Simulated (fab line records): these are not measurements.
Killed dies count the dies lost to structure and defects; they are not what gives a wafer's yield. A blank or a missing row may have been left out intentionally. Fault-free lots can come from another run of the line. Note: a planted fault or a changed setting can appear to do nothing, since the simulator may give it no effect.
8D (eight disciplines) problem report, filled in by code + flow n5_finfet + the parts of the form that need people (team, actions taken, sign-off) are left out

## 1. WHAT IS WRONG
raw_defect_count at N5_BEOL_M3_INSPECT_59 reads a mean of 374 on 6 wafers of 2 lots; wafers without a fault read 73 with a standard deviation of 22. Measured from the usual mean, that is +14 standard deviations.
The step: inspects for defects (darkfield).
Earliest sighting: wafer L405.1 on defect_inspect-02 at day 7 22:05. The record has a number at this step for 26 wafers belonging to 9 lots. The rule behind "out" and "out of limits": a value lying over 4 standard deviations away from the usual mean. The other wafers with a number count as sound.

## 2. WHAT IT IS AND WHAT IT IS NOT
| question                    | is                                   | is not                                                                                      |
|-----------------------------|--------------------------------------|---------------------------------------------------------------------------------------------|
| which readings at this step | raw_defect_count                     | -                                                                                           |
| which lots                  | L405, L408                           | L403, L404, L415, L417, L419, L420, L425                                                    |
| which wafers of those lots  | all that have a number               | -                                                                                           |
| read on which gauges        | defect_inspect-01, defect_inspect-02 | -                                                                                           |
| when                        | from day 7 22:05                     | up to then (5 sound wafers); but 15 sound wafers of L415, L417, L419, L420, L425 came after |

## 3. THE SUSPECTS, EACH WITH WHAT RULES IT OUT
Counting: any tool at a process step up to the reading is kept as a suspect provided that every lot that is out went through it and no sound lot did after the first of them.
- the gauge at N5_BEOL_M3_INSPECT_59 is ruled out. 2 gauges (defect_inspect-01, defect_inspect-02) read the wafers that are out.
- pvd_sputter-02 at N5_BEOL_M3_SPUTTER_92 (material Cu, target thk 4.5 nm, time 8.29 s): ruled out as a lasting fault. Following L405 (day 7 20:34), the first lot on it that is out, the sound lots L415, L420 were run on it.
- pvd_sputter-02 at N5_BEOL_M3_ANNEAL_95 (time 240 s): ruled out as a lasting fault. Following L405 (day 7 20:52), the first lot on it that is out, the sound lots L415, L420 were run on it.
- cmp-03 at N5_BEOL_M3_CMP_52 (polishes, stops on SiOC, t overpolish 6.8 s, target thk 40 nm): ruled out as a lasting fault. Following L405 (day 7 21:32), the first lot on it that is out, the sound lots L419 were run on it.
Left after counting: nothing in the record.

## 4. THE CAUSE (what the simulator had put in)
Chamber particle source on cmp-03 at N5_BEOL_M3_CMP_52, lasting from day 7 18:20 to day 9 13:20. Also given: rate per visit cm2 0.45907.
It was ruled out by counting, in error; the rule expects a fault to strike all lots run on its tool from its start on, and this fault did not.

## 5. THE EFFECT CHAIN, in route order
One row per reading whose mean, taken over the struck wafers that have a number, lies over 3 standard deviations from the usual. Readings are gone through only where the record gives a usual standard deviation; hours: the median, over the lots, of the time from a lot's start at the first step in this table giving one to that lot's start at this step; sigmas: the change measured in usual standard deviations.
| hours | step                    | reading              | usual  | on struck wafers | change | sigmas |
|-------|-------------------------|----------------------|--------|------------------|--------|--------|
| 0     | N5_BEOL_M3_INSPECT_59   | raw_defect_count     | 73     | 374              | +301   | +14    |
| 1     | N5_BEOL_M4_INSPECT_13   | raw_defect_count     | 422    | 768              | +346   | +4.3   |
| 2     | N5_BEOL_M4_INSPECT_30   | raw_defect_count     | 423    | 760              | +338   | +4.0   |
| 114   | N5_PASSIVATION_PROBE_49 | defect_limited_yield | 91.0 % | 70.2             | -20.8  | -16    |
| 114   | N5_PASSIVATION_PROBE_49 | killed_at_M0_to_M3   | 36     | 288              | +252   | +26    |
| 114   | N5_PASSIVATION_PROBE_49 | killed_dies          | 107    | 351              | +244   | +16    |
| 114   | N5_PASSIVATION_PROBE_49 | killed_on_rim        | 15     | 51               | +36    | +7.9   |
| 114   | N5_PASSIVATION_PROBE_49 | sort_bin_5_function  | 5.3 %  | 17.8             | +12.5  | +14    |
| 114   | N5_PASSIVATION_PROBE_49 | sort_bin_6_memory    | 3.3 %  | 10.2             | +6.9   | +11    |
| 114   | N5_PASSIVATION_PROBE_49 | sort_n_pass          | 1073   | 829              | -244   | -16    |
| 114   | N5_PASSIVATION_PROBE_49 | sort_yield_pct       | 91.0 % | 70.2             | -20.8  | -16    |
Here are the process steps it includes:
- N5_PASSIVATION_PROBE_49
Later measuring or inspecting steps at which every struck wafer that the step has a row for has a number for every such reading, and none has moved that far: N5_BEOL_M4_RC_MEAS_101.

## 6. HOW IT WOULD HAVE BEEN CAUGHT EARLIER
In this record the first reading out of limits at a measuring or inspecting step was taken at day 7 22:05, 4 hours after the fault began at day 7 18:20.
Of the tool readings at N5_BEOL_M3_CMP_52 for which the record gives a usual standard deviation, none was out on any struck wafer, so an alarm limit of 4 standard deviations on them would not have fired.
